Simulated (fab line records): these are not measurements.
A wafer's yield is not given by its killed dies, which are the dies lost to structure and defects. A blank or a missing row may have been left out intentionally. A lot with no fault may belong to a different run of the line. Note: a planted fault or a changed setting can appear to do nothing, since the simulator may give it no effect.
fab line records	flow n5_finfet
record lots=24	wafers=72	last_day=18
route steps=1938 shown BEOL_M10@1531 BEOL_M11@1569 BEOL_M12@1612
lots with no fault: from the same line, run without faults
start_h: hours from the record's first day to the start of the lot's first wafer shown	wait_h: how many hours have passed since the lot's step before this one	" same as the row above	L1.1+2: a row that stands for several wafers	- no value, or no start given	* or withheld: withheld	< > ~ a bound
route shown NAME@n: a module of which the file shows steps, and the number in the route of the first	usual: average and standard deviation across the fault-free wafers	same: alike in all rows	chamber/n: place in a boat	sites: per-site readings	_std_site: their standard deviation	_edge_site: inner sites' mean taken away from outer sites' mean	radius_mm: how far each site lies from the wafer's centre	mask NAME#n: copy n	behind: the last tool/chamber to shape the wafer	hold: what put the lot on hold/how long, in hours/how the hold closed	device: the transistor (n, p or np) that didn't switch	end of line: tests run on the same wafers once the route is complete	a step with no rows: only its recipe	killed: at the first sort, the dies lost to defects and structure; wafer yield is something else	map: the dies of a wafer, with x for killed, . for not killed, _ for no die there
set.NAME: the setting the step ran with; set.NAME@STEP: the setting that earlier step ran with	model.NAME: the simulator's own value behind a step, which no gauge read
steps of the route over a sample of lots; a table a step, a row a wafer
services: a tool's chamber out of use, with start hour (start_h, from the record's first day; less than 0 if before it), hours out, and reason
## steps
# step N5_BEOL_M10_THK_MEAS_53
# recipe thk_meas_gauge=xrf	reads=Cu_of_BEOL_M10_ECD_50
# usual M10_THK=140/3.3
lot.wafer	tool	chamber	start_h	wait_h	M10_THK[nm]
L074.2	film_metro-02	-	234.37	-	140
L074.4	"	-	"	"	144
L074.5	"	-	"	"	139
L075.1	film_metro-01	-	244.07	-	140
L075.4	"	-	"	"	138
L075.6	"	-	"	"	139
L076.2	film_metro-01	-	251.84	-	139
L076.5	"	-	"	"	139
L076.6	"	-	"	"	142
L079.1	film_metro-02	-	256.16	-	143
L079.2	"	-	"	"	142
L079.3	"	-	"	"	140
L077.1	film_metro-01	-	257.40	-	140
L077.4	"	-	"	"	137
L077.6	"	-	"	"	141
L078.1	film_metro-01	-	261.03	-	136
L078.3	"	-	"	"	138
L078.6	"	-	"	"	141
L080.3	film_metro-01	-	274.44	-	145
L080.4	"	-	"	"	146
L080.5	"	-	"	"	142
L081.1	film_metro-02	-	275.69	-	140
L081.5	"	-	"	"	136
L081.6	"	-	"	"	140
L082.1	film_metro-02	-	279.42	-	136
L082.5	"	-	"	"	142
L082.6	"	-	"	"	135
L083.2	film_metro-02	-	288.66	-	143
L083.3	"	-	"	"	144
L083.4	"	-	"	"	150
L085.1	film_metro-01	-	292.31	-	140
L085.3	"	-	"	"	135
L085.4	"	-	"	"	142
L088.1	film_metro-02	-	303.69	-	137
L088.2	"	-	"	"	138
L088.5	"	-	"	"	137
L084.1	film_metro-02	-	303.73	-	140
L084.2	"	-	"	"	136
L084.3	"	-	"	"	143
L086.1	film_metro-01	-	307.88	-	146
L086.3	"	-	"	"	137
L086.5	"	-	"	"	142
L089.1	film_metro-02	-	325.42	-	141
L089.4	"	-	"	"	143
L089.6	"	-	"	"	142
L087.3	film_metro-01	-	325.95	-	139
L087.4	"	-	"	"	139
L087.5	"	-	"	"	139
L090.1	film_metro-01	-	329.55	-	136
L090.2	"	-	"	"	134
L090.3	"	-	"	"	139
L091.1	film_metro-02	-	342.12	-	136
L091.3	"	-	"	"	140
L091.6	"	-	"	"	137
L092.1	film_metro-01	-	347.94	-	142
L092.4	"	-	"	"	136
L092.6	"	-	"	"	138
L094.1	film_metro-01	-	350.28	-	145
L094.2	"	-	"	"	134
L094.5	"	-	"	"	143
L096.1	film_metro-01	-	353.44	-	135
L096.2	"	-	"	"	140
L096.6	"	-	"	"	145
L093.3	film_metro-02	-	354.20	-	139
L093.4	"	-	"	"	142
L093.5	"	-	"	"	136
L095.1	film_metro-02	-	372.87	-	133
L095.2	"	-	"	"	144
L095.5	"	-	"	"	141
L097.1	film_metro-01	-	377.90	-	137
L097.3	"	-	"	"	137
L097.5	"	-	"	"	134
# step N5_BEOL_M11_OVL_MEAS_29
# recipe points_per_wafer=44
# usual V10_OVL=-0.3/0.72
lot.wafer	tool	chamber	start_h	wait_h	V10_OVL[nm]
L074.2	overlay-01	0	246.51	0.0	-0.5
L074.4	"	0	"	"	-1.4
L074.5	"	0	"	"	-0.7
L075.1	overlay-01	0	251.77	0.0	0.2
L075.4	"	0	"	"	0.9
L075.6	"	0	"	"	-0.5
L076.2	overlay-01	0	254.86	0.0	-1.2
L076.5	"	0	"	"	-0.7
L076.6	"	0	"	"	0.7
L079.1	overlay-02	0	259.47	0.0	0.5
L079.2	"	0	"	"	-0.7
L079.3	"	0	"	"	-0.8
L077.1	overlay-02	0	261.96	0.0	-0.7
L077.4	"	0	"	"	-0.8
L077.6	"	0	"	"	-0.1
L078.1	overlay-01	0	265.36	0.0	0.5
L078.3	"	0	"	"	0.2
L078.6	"	0	"	"	-0.8
L080.3	overlay-01	0	279.25	0.0	-1.3
L080.4	"	0	"	"	0.0
L080.5	"	0	"	"	0.4
L081.1	overlay-01	0	280.66	0.0	-0.5
L081.5	"	0	"	"	-1.6
L081.6	"	0	"	"	0.5
L082.1	overlay-01	0	284.28	0.0	-0.5
L082.5	"	0	"	"	1.0
L082.6	"	0	"	"	0.8
L083.2	overlay-01	0	295.30	0.0	-0.7
L083.3	"	0	"	"	-0.9
L083.4	"	0	"	"	-0.8
L085.1	overlay-02	0	295.47	0.0	0.0
L085.3	"	0	"	"	-1.2
L085.4	"	0	"	"	-1.7
L088.1	overlay-02	0	310.90	0.0	-1.0
L088.2	"	0	"	"	-1.1
L088.5	"	0	"	"	-1.6
L084.1	overlay-01	0	311.07	0.0	0.3
L084.2	"	0	"	"	0.0
L084.3	"	0	"	"	-0.6
L086.1	overlay-01	0	311.24	0.0	-0.2
L086.3	"	0	"	"	0.6
L086.5	"	0	"	"	2.0
L089.1	overlay-02	0	332.00	0.0	-1.0
L089.4	"	0	"	"	-0.5
L089.6	"	0	"	"	0.1
L087.3	overlay-01	0	332.17	0.0	-0.9
L087.4	"	0	"	"	-0.2
L087.5	"	0	"	"	-0.7
L090.1	overlay-01	0	332.67	0.0	0.4
L090.2	"	0	"	"	0.9
L090.3	"	0	"	"	0.7
L091.1	overlay-01	0	347.22	0.0	1.2
L091.3	"	0	"	"	-1.1
L091.6	"	0	"	"	-0.6
L092.1	overlay-02	0	351.78	0.0	0.5
L092.4	"	0	"	"	-0.8
L092.6	"	0	"	"	-0.2
L094.1	overlay-02	0	355.09	0.0	-1.0
L094.2	"	0	"	"	-0.1
L094.5	"	0	"	"	-1.8
L093.3	overlay-02	0	358.76	0.0	-1.2
L093.4	"	0	"	"	-0.6
L093.5	"	0	"	"	0.1
L096.1	overlay-02	0	360.30	0.0	0.3
L096.2	"	0	"	"	0.3
L096.6	"	0	"	"	0.3
L095.1	overlay-01	0	375.79	0.0	-1.1
L095.2	"	0	"	"	-0.5
L095.5	"	0	"	"	0.0
L097.1	overlay-01	0	383.78	0.0	-0.3
L097.3	"	0	"	"	-0.8
L097.5	"	0	"	"	-0.2
# step N5_BEOL_M11_ALD_74
# recipe material=TaN	target_thk_a=20	temp_c=275	ald_precursor_family=PDMAT	ald_co_reactant=NH3	pressure_torr=3	carrier_flow_sccm=1500	pulse_time_s=2	purge_time_s=3	co_reactant_purge_time_s=2	co_reactant_pulse_time_s=3	ald_cycles=40	precursor_vessel_temp_c=75	precursor_vessel_pressure_torr=26.25	precursor_vessel_carrier_sccm=1000
# usual heater_power_w=423/38	precursor_vessel_carrier_sccm=1000/3.1	precursor_vessel_temp_c=74.99/0.12	susceptor_temp_C=275.02/0.19
lot.wafer	tool	chamber	start_h	wait_h	heater_power_w	precursor_vessel_carrier_sccm	precursor_vessel_temp_c	since_wet_clean_h	susceptor_temp_C
L074.2	ald_metal-02	0	249.40	0.0	465	1003	74.79	4528	274.98
L074.4	"	1	"	"	428	996	75.03	4528	275.20
L074.5	"	2	"	"	403	1000	74.81	-	275.01
L075.1	ald_metal-02	1	253.73	0.1	440	1005	75.01	4532	274.83
L075.4	"	2	"	"	404	1000	74.89	4532	274.96
L075.6	"	2	"	"	405	999	74.96	-	274.84
L076.2	ald_metal-01	2	256.46	0.1	412	1000	74.79	6073	274.93
L076.5	"	2	"	"	413	1004	74.88	-	274.83
L076.6	"	1	"	"	446	1004	74.95	-	275.13
L079.1	ald_metal-02	1	260.86	0.1	438	1000	74.98	4539	275.19
L079.2	"	3	"	"	354	999	74.88	4539	274.99
L079.3	"	2	"	"	396	998	74.98	4539	275.17
L077.1	ald_metal-02	2	263.52	0.1	399	999	74.93	4542	274.89
L077.4	"	0	"	"	459	1000	75.07	4542	274.73
L077.6	"	3	"	"	365	1000	75.21	-	274.90
L078.1	ald_metal-01	1	267.16	0.0	455	998	74.86	6084	274.97
L078.3	"	2	"	"	398	997	75.03	6084	275.09
L078.6	"	0	"	"	506	1003	75.10	-	275.09
L080.3	ald_metal-02	1	281.54	0.0	433	1006	74.91	4560	275.33
L080.4	"	2	"	"	408	1003	74.96	4560	274.79
L080.5	"	2	"	"	406	1002	74.87	-	274.79
L081.1	ald_metal-04	0	282.08	0.0	400	998	75.16	1483	275.38
L081.5	"	1	"	"	454	998	75.21	-	274.90
L081.6	"	0	"	"	390	1003	75.14	-	275.21
L082.1	ald_metal-02	2	286.17	0.2	407	998	75.07	4564	275.16
L082.5	"	0	"	"	453	1001	75.01	-	274.92
L082.6	"	1	"	"	442	1002	74.95	-	274.99
L083.2	ald_metal-04	2	296.55	0.1	408	1000	74.99	1498	275.05
L083.3	"	3	"	"	457	997	75.02	1498	275.11
L083.4	"	0	"	"	399	1000	75.07	1498	275.03
L085.1	ald_metal-02	1	297.09	0.0	433	997	75.01	4575	275.07
L085.3	"	2	"	"	404	998	75.22	4575	275.13
L085.4	"	1	"	"	439	1000	74.89	-	275.19
L088.1	ald_metal-02	2	312.28	0.2	400	995	75.11	4591	274.76
L088.2	"	1	"	"	452	1003	74.89	4591	275.05
L088.5	"	0	"	"	451	997	74.65	-	274.57
L084.1	ald_metal-01	1	314.05	0.0	447	1002	74.75	6131	274.97
L084.2	"	0	"	"	513	1002	75.15	6131	275.17
L084.3	"	3	"	"	391	996	75.01	6131	274.75
L086.1	ald_metal-04	0	314.21	0.0	406	994	74.92	1516	275.30
L086.3	"	2	"	"	409	1001	74.98	1516	275.28
L086.5	"	1	"	"	454	1000	75.05	-	274.99
L089.1	ald_metal-04	1	333.79	0.2	459	1001	74.97	1535	274.74
L089.4	"	2	"	"	405	997	74.80	1535	275.22
L089.6	"	2	"	"	411	998	74.91	-	275.07
L087.3	ald_metal-02	3	334.07	0.1	368	997	74.87	4612	275.26
L087.4	"	1	"	"	444	992	75.07	4612	275.12
L087.5	"	3	"	"	365	996	74.94	-	275.03
L090.1	ald_metal-01	3	334.13	0.1	388	1003	75.17	6151	274.96
L090.2	"	0	"	"	502	998	74.93	6151	274.68
L090.3	"	2	"	"	412	1004	75.05	6151	275.24
L091.1	ald_metal-02	0	348.53	0.1	459	997	74.86	4627	274.99
L091.3	"	1	"	"	434	1002	74.86	4627	274.60
L091.6	"	3	"	"	371	998	74.97	-	275.19
L092.1	ald_metal-02	2	353.23	0.0	398	995	75.19	4632	274.43
L092.4	"	1	"	"	439	1006	75.01	4632	275.41
L092.6	"	1	"	"	441	999	74.88	-	275.18
L094.1	ald_metal-01	1	356.57	0.2	412	1002	75.08	5	275.48
L094.2	"	3	"	"	380	1003	75.08	5	274.95
L094.5	"	0	"	"	479	996	74.97	-	275.24
L093.3	ald_metal-01	3	360.72	0.2	366	997	74.94	10	275.32
L093.4	"	2	"	"	375	1000	74.86	10	275.09
L093.5	"	3	"	"	375	1005	74.90	-	275.41
L096.1	ald_metal-01	1	361.97	0.2	416	997	75.01	11	275.05
L096.2	"	3	"	"	369	1003	75.00	11	275.11
L096.6	"	0	"	"	480	1004	75.15	-	274.89
L095.1	ald_metal-04	2	377.13	0.0	418	1000	74.98	1578	275.19
L095.2	"	3	"	"	455	999	75.13	1578	274.95
L095.5	"	1	"	"	457	1000	74.99	-	275.08
L097.1	ald_metal-04	3	386.42	0.2	451	1005	75.05	1588	275.21
L097.3	"	2	"	"	419	1000	74.96	1588	275.06
L097.5	"	3	"	"	449	995	74.95	-	275.02
# step N5_BEOL_M12_CD_MEAS_10
# recipe target_cd_nm=140	landing_energy_ev=500	detector=se_inlens	polarity=opening
# usual cd_nm=140.2/2.4
lot.wafer	tool	chamber	start_h	wait_h	cd_nm
L074.2	cd_sem-03	0	251.48	-	136.9
L074.4	"	0	"	"	140.7
L074.5	"	0	"	"	142.7
L075.1	cd_sem-02	0	257.46	-	142.9
L075.4	"	0	"	"	141.6
L075.6	"	0	"	"	142.5
L076.2	cd_sem-01	0	258.74	-	143.5
L076.5	"	0	"	"	142.2
L076.6	"	0	"	"	140.7
L079.1	cd_sem-02	0	264.51	-	141.9
L079.2	"	0	"	"	143.7
L079.3	"	0	"	"	144.1
L077.1	cd_sem-01	0	266.89	-	139.9
L077.4	"	0	"	"	137.3
L077.6	"	0	"	"	137.8
L078.1	cd_sem-01	0	270.81	-	135.6
L078.3	"	0	"	"	140.2
L078.6	"	0	"	"	136.3
L080.3	cd_sem-02	0	283.61	-	137.2
L080.4	"	0	"	"	140.1
L080.5	"	0	"	"	141.2
L081.1	cd_sem-02	0	284.15	-	142.1
L081.5	"	0	"	"	145.0
L081.6	"	0	"	"	144.0
L082.1	cd_sem-02	0	290.15	-	136.8
L082.5	"	0	"	"	139.3
L082.6	"	0	"	"	137.6
L083.2	cd_sem-01	0	298.49	-	139.3
L083.3	"	0	"	"	139.2
L083.4	"	0	"	"	141.3
L085.1	cd_sem-03	0	299.51	-	142.4
L085.3	"	0	"	"	141.1
L085.4	"	0	"	"	142.3
L088.1	cd_sem-03	0	315.68	-	139.4
L088.2	"	0	"	"	141.5
L088.5	"	0	"	"	139.8
L084.1	cd_sem-01	0	316.34	-	139.3
L084.2	"	0	"	"	142.4
L084.3	"	0	"	"	138.4
L086.1	cd_sem-03	0	316.65	-	142.3
L086.3	"	0	"	"	135.8
L086.5	"	0	"	"	142.4
L089.1	cd_sem-02	0	336.27	-	136.3
L089.4	"	0	"	"	143.2
L089.6	"	0	"	"	141.9
L087.3	cd_sem-02	0	336.48	-	141.3
L087.4	"	0	"	"	141.4
L087.5	"	0	"	"	138.9
L090.1	cd_sem-02	0	336.74	-	143.6
L090.2	"	0	"	"	143.1
L090.3	"	0	"	"	142.8
L091.1	cd_sem-03	0	350.67	-	138.3
L091.3	"	0	"	"	136.4
L091.6	"	0	"	"	139.0
L092.1	cd_sem-03	0	355.27	-	139.4
L092.4	"	0	"	"	136.9
L092.6	"	0	"	"	138.4
L094.1	cd_sem-03	0	360.47	-	138.2
L094.2	"	0	"	"	142.0
L094.5	"	0	"	"	137.4
L093.3	cd_sem-03	0	363.22	-	142.5
L093.4	"	0	"	"	142.1
L093.5	"	0	"	"	140.2
L096.1	cd_sem-01	0	363.96	-	136.8
L096.2	"	0	"	"	140.5
L096.6	"	0	"	"	136.7
L095.1	cd_sem-03	0	381.07	-	137.9
L095.2	"	0	"	"	142.3
L095.5	"	0	"	"	141.9
L097.1	cd_sem-03	0	388.62	-	140.9
L097.3	"	0	"	"	137.4
L097.5	"	0	"	"	140.9
# step N5_BEOL_M12_VIA_ETCH_16
# recipe chemistry=C4F8/O2/Ar	target=SiOC	pressure_mtorr=30	source_w=3000	bias_w=700	Ar_flow_sccm=400	C4F8_flow_sccm=15	O2_flow_sccm=8	he_inner_torr=15	he_outer_torr=30	target_depth_a=7248	time_s=withheld	ion_energy_ev=250	ends=cleared
# usual O2_flow_sccm=8.004/0.023	drypump_motor_current_A=5.8/0.49	oes_product_au=0.71/0.065	rf_vpp_V=666.9/2.9	showerhead_plenum_p_Torr=3.47/0.1	throttle_valve_pct=24.1/0.35
lot.wafer	tool	chamber	start_h	wait_h	O2_flow_sccm	drypump_motor_current_A	oes_product_au	rf_vpp_V	showerhead_plenum_p_Torr	throttle_valve_pct
L074.2	rie_diel-06	3	251.78	0.0	8.000	5.0	0.67	669.3	3.51	24.1
L074.4	"	2	"	"	7.983	5.9	0.82	664.0	3.36	23.9
L074.5	"	2	"	"	7.967	5.9	0.82	662.8	3.36	23.9
L075.1	rie_diel-05	2	257.72	0.0	8.008	5.4	0.72	663.5	3.31	23.9
L075.4	"	2	"	"	8.009	5.5	0.71	663.2	3.31	23.9
L075.6	"	1	"	"	8.028	5.8	0.66	668.1	3.56	24.8
L076.2	rie_diel-06	0	259.12	0.0	8.000	6.4	0.63	668.1	3.53	24.6
L076.5	"	0	"	"	7.998	6.4	0.63	668.8	3.53	24.6
L076.6	"	3	"	"	8.041	5.0	0.66	668.0	3.51	24.1
L079.1	rie_diel-06	3	264.70	0.0	8.004	5.0	0.66	668.1	3.51	24.1
L079.2	"	2	"	"	8.014	5.9	0.80	664.3	3.36	23.9
L079.3	"	0	"	"	7.984	6.4	0.64	667.9	3.53	24.6
L077.1	rie_diel-06	2	267.10	0.0	8.015	5.9	0.81	663.7	3.36	23.9
L077.4	"	0	"	"	8.041	6.3	0.63	668.5	3.53	24.6
L077.6	"	1	"	"	7.990	6.5	0.74	669.4	3.59	24.1
L078.1	rie_diel-06	1	270.98	0.0	7.973	6.5	0.73	669.7	3.59	24.2
L078.3	"	2	"	"	8.003	5.9	0.81	662.7	3.36	23.9
L078.6	"	1	"	"	7.988	6.5	0.73	669.8	3.59	24.1
L080.3	rie_diel-06	2	283.78	0.0	7.965	5.9	0.80	664.7	3.35	24.0
L080.4	"	1	"	"	8.020	6.5	0.73	668.4	3.59	24.2
L080.5	"	2	"	"	7.981	5.9	0.79	663.2	3.35	23.9
L081.1	rie_diel-04	1	284.32	0.0	7.988	5.8	0.84	667.3	3.50	23.8
L081.5	"	1	"	"	8.003	5.8	0.85	668.0	3.50	23.8
L081.6	"	0	"	"	7.987	5.0	0.73	662.5	3.33	24.5
L082.1	rie_diel-05	3	290.32	0.0	8.018	5.9	0.62	667.6	3.48	23.7
L082.5	"	0	"	"	8.008	6.2	0.73	671.2	3.57	23.8
L082.6	"	1	"	"	7.993	5.9	0.64	669.6	3.55	24.8
L083.2	rie_diel-06	1	298.78	0.0	7.992	6.5	0.72	670.3	3.58	24.2
L083.3	"	3	"	"	8.005	5.0	0.65	668.1	3.50	24.1
L083.4	"	2	"	"	7.967	5.9	0.79	664.3	3.35	23.9
L085.1	rie_diel-06	1	299.69	0.0	7.996	6.5	0.72	668.8	3.58	24.2
L085.3	"	3	"	"	7.976	5.1	0.65	669.0	3.50	24.1
L085.4	"	0	"	"	7.965	6.3	0.63	668.5	3.52	24.6
L088.1	rie_diel-05	1	315.86	0.0	7.974	5.8	0.64	667.8	3.54	24.8
L088.2	"	0	"	"	8.016	6.2	0.72	670.4	3.57	23.8
L088.5	"	3	"	"	8.043	5.9	0.88	666.7	3.48	23.6
L084.1	rie_diel-06	3	316.51	0.0	8.003	5.1	0.64	668.3	3.50	24.1
L084.2	"	1	"	"	7.992	6.5	0.72	669.6	3.58	24.2
L084.3	"	0	"	"	8.010	6.3	0.63	669.9	3.52	24.6
L086.1	rie_diel-05	2	316.84	0.0	8.015	5.5	0.71	662.3	3.30	23.9
L086.3	"	1	"	"	8.007	5.8	0.65	667.5	3.54	24.8
L086.5	"	1	"	"	8.026	5.8	0.64	668.8	3.54	24.8
L089.1	rie_diel-04	3	336.44	0.0	7.998	6.3	0.70	666.3	3.41	23.9
L089.4	"	0	"	"	7.972	5.0	0.72	662.9	3.32	24.5
L089.6	"	0	"	"	8.015	5.0	0.72	663.7	3.32	24.5
L087.3	rie_diel-06	2	336.73	0.0	7.993	5.9	0.77	661.8	3.35	24.0
L087.4	"	1	"	"	8.015	6.5	0.71	670.5	3.58	24.2
L087.5	"	2	"	"	8.016	5.9	0.77	664.9	3.35	24.0
L090.1	rie_diel-05	3	336.97	0.0	8.001	5.8	0.85	665.9	3.47	23.6
L090.2	"	2	"	"	8.010	5.4	0.70	662.1	3.29	23.9
L090.3	"	0	"	"	7.979	6.2	0.71	669.5	3.56	23.8
L091.1	rie_diel-04	2	351.13	0.0	8.048	6.3	0.66	669.2	3.56	24.3
L091.3	"	0	"	"	8.048	5.0	0.71	662.5	3.32	24.6
L091.6	"	3	"	"	8.002	6.2	0.68	664.7	3.41	23.9
L092.1	rie_diel-05	1	355.44	0.0	7.985	5.8	0.63	667.2	3.54	24.9
L092.4	"	3	"	"	8.028	5.8	0.82	668.0	3.47	23.6
L092.6	"	2	"	"	7.970	5.4	0.69	661.5	3.29	23.9
L094.1	rie_diel-05	2	360.64	0.0	7.992	5.5	0.69	662.2	3.29	23.9
L094.2	"	3	"	"	8.022	5.9	0.82	666.0	3.47	23.6
L094.5	"	1	"	"	8.005	5.9	0.63	668.6	3.54	24.9
L093.3	rie_diel-06	3	363.39	0.0	7.949	5.0	0.63	666.9	3.49	24.1
L093.4	"	1	"	"	8.011	6.5	0.69	669.3	3.57	24.2
L093.5	"	2	"	"	8.024	5.9	0.76	663.6	3.34	24.0
L096.1	rie_diel-04	3	364.14	0.0	7.984	6.3	0.69	667.4	3.41	23.9
L096.2	"	1	"	"	8.032	5.8	0.80	669.0	3.48	23.9
L096.6	"	3	"	"	8.015	6.3	0.69	664.9	3.41	23.9
L095.1	rie_diel-05	0	381.25	0.0	7.996	6.2	0.70	668.5	3.55	23.9
L095.2	"	2	"	"	8.035	5.4	0.68	661.3	3.29	23.9
L095.5	"	0	"	"	8.026	6.2	0.70	670.0	3.55	23.9
L097.1	rie_diel-05	0	388.80	0.0	8.034	6.2	0.69	668.2	3.55	23.9
L097.3	"	1	"	"	7.996	5.9	0.63	668.6	3.53	24.9
L097.5	"	3	"	"	8.014	5.8	0.79	666.8	3.47	23.6
# step N5_BEOL_M12_TRENCH_ETCH_34
# recipe chemistry=C4F8/O2/Ar	target=SiOC	target_depth_a=3189.5	mask_material=SOC	pressure_mtorr=30	source_w=3000	bias_w=700	Ar_flow_sccm=400	C4F8_flow_sccm=15	O2_flow_sccm=8	he_inner_torr=15	he_outer_torr=30	time_s=125.5	ion_energy_ev=250
# usual O2_flow_sccm=7.999/0.022	drypump_motor_current_A=5.9/0.45	oes_product_au=0.80/0.07	rf_vpp_V=666.9/2.9	showerhead_plenum_p_Torr=3.47/0.098	throttle_valve_pct=24.1/0.35
lot.wafer	tool	chamber	start_h	wait_h	O2_flow_sccm	drypump_motor_current_A	oes_product_au	rf_hours_counter_h	rf_vpp_V	showerhead_plenum_p_Torr	throttle_valve_pct
L074.2	rie_diel-05	0	253.34	0.0	8.006	6.2	0.83	59	670.1	3.58	23.8
L074.4	"	2	"	"	8.006	5.4	0.80	-	661.5	3.31	23.9
L074.5	"	1	"	"	7.991	5.8	0.73	-	668.3	3.56	24.8
L075.1	rie_diel-06	1	258.91	0.0	8.026	6.5	0.82	75	670.9	3.59	24.1
L075.4	"	3	"	"	8.002	5.0	0.73	201	668.7	3.51	24.1
L075.6	"	2	"	"	7.970	5.9	0.90	-	663.8	3.36	23.9
L076.2	rie_diel-06	1	260.32	0.0	7.997	6.5	0.82	75	668.6	3.59	24.1
L076.5	"	2	"	"	7.991	5.9	0.90	-	663.4	3.36	23.9
L076.6	"	1	"	"	8.023	6.5	0.81	-	669.9	3.59	24.1
L079.1	rie_diel-05	0	265.90	0.0	7.972	6.2	0.84	65	670.0	3.58	23.8
L079.2	"	1	"	"	8.018	5.8	0.73	181	668.1	3.56	24.8
L079.3	"	2	"	"	8.024	5.4	0.78	107	661.6	3.31	23.9
L077.1	rie_diel-04	3	268.31	0.0	8.013	6.3	0.79	110	665.5	3.42	23.9
L077.4	"	2	"	"	7.988	6.3	0.77	122	668.3	3.58	24.3
L077.6	"	0	"	"	8.023	5.0	0.81	-	662.8	3.33	24.5
L078.1	rie_diel-05	3	272.61	0.0	7.992	5.9	0.69	241	669.5	3.49	23.7
L078.3	"	0	"	"	7.963	6.2	0.82	67	670.4	3.58	23.8
L078.6	"	1	"	"	8.007	5.9	0.72	-	667.7	3.55	24.8
L080.3	rie_diel-05	0	285.11	0.0	8.011	6.2	0.82	72	670.9	3.57	23.8
L080.4	"	1	"	"	7.956	5.8	0.72	188	667.5	3.55	24.8
L080.5	"	0	"	"	8.040	6.2	0.82	-	670.6	3.57	23.8
L081.1	rie_diel-05	1	285.60	0.0	8.034	5.8	0.72	189	669.5	3.55	24.8
L081.5	"	3	"	"	7.982	5.8	0.69	-	668.7	3.48	23.7
L081.6	"	0	"	"	7.997	6.2	0.81	-	671.0	3.57	23.8
L082.1	rie_diel-04	0	291.64	0.0	8.000	5.0	0.81	86	661.9	3.33	24.5
L082.5	"	0	"	"	7.996	5.0	0.81	-	662.6	3.33	24.5
L082.6	"	1	"	"	7.997	5.8	0.93	-	667.4	3.50	23.8
L083.2	rie_diel-05	1	300.29	0.0	7.995	5.8	0.73	194	668.1	3.55	24.8
L083.3	"	0	"	"	8.016	6.2	0.80	-	669.3	3.57	23.9
L083.4	"	1	"	"	7.993	5.8	0.72	-	668.7	3.55	24.8
L085.1	rie_diel-06	0	301.32	0.0	8.020	6.4	0.69	240	668.1	3.52	24.6
L085.3	"	1	"	"	7.999	6.5	0.79	95	670.8	3.58	24.2
L085.4	"	2	"	"	7.992	5.9	0.87	44	662.5	3.35	23.9
L088.1	rie_diel-04	2	317.11	0.0	7.984	6.3	0.76	138	669.0	3.57	24.3
L088.2	"	1	"	"	7.991	5.8	0.91	22	667.4	3.49	23.9
L088.5	"	1	"	"	7.994	5.8	0.92	-	667.8	3.49	23.9
L084.1	rie_diel-04	3	317.88	0.0	8.012	6.3	0.77	126	666.2	3.42	23.9
L084.2	"	1	"	"	8.018	5.8	0.91	23	666.7	3.49	23.9
L084.3	"	2	"	"	8.014	6.3	0.76	139	670.4	3.57	24.3
L086.1	rie_diel-05	1	318.20	0.0	8.026	5.8	0.71	202	667.9	3.54	24.8
L086.3	"	2	"	"	7.975	5.4	0.78	123	663.7	3.30	23.9
L086.5	"	0	"	"	8.000	6.2	0.79	-	670.1	3.57	23.9
L089.1	rie_diel-04	0	337.76	0.0	8.022	5.0	0.79	102	662.2	3.32	24.6
L089.4	"	2	"	"	8.000	6.2	0.74	147	669.3	3.56	24.3
L089.6	"	0	"	"	7.993	5.0	0.80	-	662.0	3.32	24.6
L087.3	rie_diel-06	3	337.92	0.0	7.987	5.0	0.71	231	667.9	3.50	24.1
L087.4	"	2	"	"	7.997	5.9	0.85	-	662.5	3.35	24.0
L087.5	"	1	"	"	8.008	6.5	0.79	-	670.7	3.58	24.2
L090.1	rie_diel-04	2	338.29	0.0	8.014	6.3	0.75	147	669.3	3.56	24.3
L090.2	"	0	"	"	7.968	5.0	0.80	102	662.2	3.32	24.6
L090.3	"	1	"	"	7.985	5.8	0.90	31	668.2	3.49	23.9
L091.1	rie_diel-04	3	352.73	0.0	7.985	6.3	0.77	140	665.3	3.41	23.9
L091.3	"	0	"	"	7.976	5.0	0.79	107	662.0	3.32	24.6
L091.6	"	0	"	"	7.998	5.0	0.78	-	662.5	3.32	24.6
L092.1	rie_diel-06	1	356.64	0.0	7.997	6.5	0.77	115	670.5	3.57	24.2
L092.4	"	1	"	"	8.041	6.5	0.77	-	670.6	3.57	24.2
L092.6	"	2	"	"	7.977	5.9	0.84	-	662.2	3.34	24.0
L094.1	rie_diel-04	3	362.21	0.0	7.986	6.3	0.78	143	665.1	3.41	23.9
L094.2	"	0	"	"	8.004	5.0	0.79	110	662.2	3.32	24.6
L094.5	"	2	"	"	8.035	6.3	0.74	-	670.0	3.56	24.3
L093.3	rie_diel-04	0	364.68	0.0	7.987	5.0	0.78	111	662.3	3.32	24.5
L093.4	"	1	"	"	8.035	5.8	0.88	40	667.1	3.48	23.9
L093.5	"	0	"	"	7.999	5.0	0.78	-	662.6	3.31	24.6
L096.1	rie_diel-05	1	365.45	0.0	7.974	5.8	0.70	219	667.6	3.53	24.9
L096.2	"	2	"	"	8.032	5.4	0.77	140	660.8	3.29	23.9
L096.6	"	0	"	"	7.945	6.2	0.79	-	670.9	3.56	23.9
L095.1	rie_diel-06	2	382.67	0.0	8.007	5.9	0.83	72	661.7	3.34	24.0
L095.2	"	1	"	"	8.014	6.5	0.75	127	670.9	3.57	24.2
L095.5	"	2	"	"	8.003	5.9	0.82	-	662.8	3.34	24.0
L097.1	rie_diel-05	3	390.41	0.0	7.956	5.8	0.90	25	667.0	3.47	23.6
L097.3	"	0	"	"	8.014	6.2	0.78	116	668.2	3.55	23.9
L097.5	"	2	"	"	7.956	5.5	0.76	-	660.9	3.28	23.9
## services
tool	chamber	start_h	hours	kind
ald_metal-01	-	228.84	14.6	pm
ald_metal-04	-	242.30	14.6	pm
rie_diel-06	0	268.22	15.3	repair
ald_metal-02	0	293.00	16.3	repair
rie_diel-06	2	293.88	4.3	repair
rie_diel-05	3	296.99	-	clean
rie_diel-05	3	296.99	-	consumable_replace:focus_ring
rie_diel-05	3	296.99	14.1	scheduled_down
rie_diel-05	3	296.99	14.1	vent_cycle
rie_diel-05	2	297.03	9.6	repair
ald_metal-04	0	297.58	4.9	repair
rie_diel-06	2	304.45	10.4	repair
ald_metal-04	-	317.49	8.7	pm
rie_diel-06	0	336.64	-	clean
rie_diel-06	0	336.64	-	consumable_replace:focus_ring
rie_diel-06	0	336.64	35.3	scheduled_down
rie_diel-06	0	336.64	35.3	vent_cycle
ald_metal-01	-	337.25	14.0	pm
rie_diel-05	3	369.28	14.3	repair
rie_diel-04	-	377.54	14.6	pm
rie_diel-06	3	380.27	-	clean
rie_diel-06	3	380.27	-	consumable_replace:focus_ring
rie_diel-06	3	380.27	17.9	scheduled_down
ald_metal-02	-	388.15	8.7	pm
## key
fault none
